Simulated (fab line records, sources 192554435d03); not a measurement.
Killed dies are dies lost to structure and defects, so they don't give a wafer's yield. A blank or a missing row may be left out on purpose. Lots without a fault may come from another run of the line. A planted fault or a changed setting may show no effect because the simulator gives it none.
A struck lot beside a sound one | flow n5_finfet | 32 steps out of a route of 1938
Sound: wafers L991.2, L991.4, L991.5. Struck: wafers L982.2, L982.5. (L982.4 of the same lot was not struck and is left out.) The cause comes at the end.
At each step with rows: each side's tool, then ch and its chambers, then its first start. Under that, the readings that differ: sound wafers | struck wafers | difference of the means | sigmas: that difference in standard deviations of wafers without a fault.
alike: readings whose means differ by less than 2 such deviations, and words and numbers that are the same on both sides. not compared: withheld readings, readings that some wafer has no value for, bounds like >300 that may hide the same value, and numbers for which the record gives no deviation and whose values overlap.
The two part at a step that has a row with sigmas, a row that says differs or no value, or rows on one side only. Numbers that don't overlap but have no deviation are shown without sigmas and don't part them. A reading that every wafer of one side lacks parts them only if that side has two wafers or more.

first, 7 steps without rows for these wafers: N5_SD_EPI_P_SRD_25 (time 30 s); N5_SD_ACTIVATION_RTA_00 (time 0 s); N5_SD_ACTIVATION_LSA_01 (time 0.0008 s); N5_ILD0_LINER_00 (material SiNx, target thk 4 nm, pulse time 1 s, purge time 2 s); N5_ILD0_FCVD_FILL_01 (material SiO2 flowable, target thk 200 nm, time 328.3 s); N5_ILD0_CURE_02 (time 1800 s); N5_ILD0_CMP_03 (polishes, stops on SiNx, t overpolish 1.9 s, target thk 197.38 nm).
N5_ILD0_CMP_07: polishes SiO2 flowable, stops on poly-Si, t overpolish 1.18 s, target thk 138.88 nm.
  sound on cmp-02 ch 1,2,3, day 7 20:26; struck on cmp-04 ch 0, day 5 15:20
  alike: motor_current_A, retaining_ring_pressure_frac
then, 23 steps without rows for these wafers: N5_ILD0_PRECLEAN_10 (cleans in NF3:NH3, afs cycles 5, time 20 s, sublimation time 60 s); N5_ILD0_ALD_15 (deposits SiNx, target thk 24 nm, pulse time 1 s, ald cycles 480); N5_ILD0_CMP_12 (polishes SiNx, stops on poly-Si, t overpolish 6 s, target thk 17.67 nm); N5_SDB_HM_DEP_00 (deposits SiNx from SiH4/NH3/N2, target thk 40 nm, time 35.3 s); N5_SDB_COAT_03 (time 60 s, resist thk 100 nm); N5_SDB_COAT_04 (time 60 s, resist thk 18 nm); N5_SDB_COAT_05 (resist thk 90 nm); N5_SDB_EBR_07; N5_SDB_SOFTBAKE_06 (time 60 s); N5_SDB_EXPOSE_08 (exposes mask SDB); N5_SDB_PEB_09 (peb time 60 s); N5_SDB_DEVELOP_10 (develop time 30 s); N5_SDB_DESCUM_16 (chemistry O2, time 7.9 s); N5_SDB_ETCH_17 (etches SiARC in CF4, target depth 23.4 nm, time 39 s); N5_SDB_ETCH_18 (etches SOC in N2/H2, target depth 100 nm, overetch 20 nm, time 150 s); N5_SDB_STRIP_19 (strips in N2/H2); N5_SDB_STRIP_21 (strips in CF4); N5_SDB_HM_OPEN_20 (chemistry CH3F/O2, target SiNx, stops on poly-Si, target depth 24 nm); N5_SDB_STRIP_22 (strips in N2/H2); N5_SDB_PRECLEAN_23 (cleans in dHF, time 30 s); N5_SDB_DUMMY_REMOVE_24 (chemistry TMAH, target poly-Si, stops on SiO2, target depth 142 nm, time 57 s, rinse time 30 s); N5_SDB_ETCH_25 (etches SiO2 in C4F6/O2, target depth 10 nm, time 3.3 s); N5_SDB_CUT_ETCH_26 (etches Si in HBr/Cl2/O2, target depth 129.6 nm, bt time 20 s, time 51.8 s).
-- the record jumps here: 8 days lie between the struck wafers' starts before and after (it left off in module SDB and takes up again in module PASSIVATION, whose first step shown is number 1936 of the route) --
N5_PASSIVATION_PROBE_49:
  the record has rows for the struck wafers here (prober-01, day 13 19:02) and none for the sound ones

WHERE THEY PART
Only at N5_PASSIVATION_PROBE_49, within this record.

WHY: what the simulator had put in
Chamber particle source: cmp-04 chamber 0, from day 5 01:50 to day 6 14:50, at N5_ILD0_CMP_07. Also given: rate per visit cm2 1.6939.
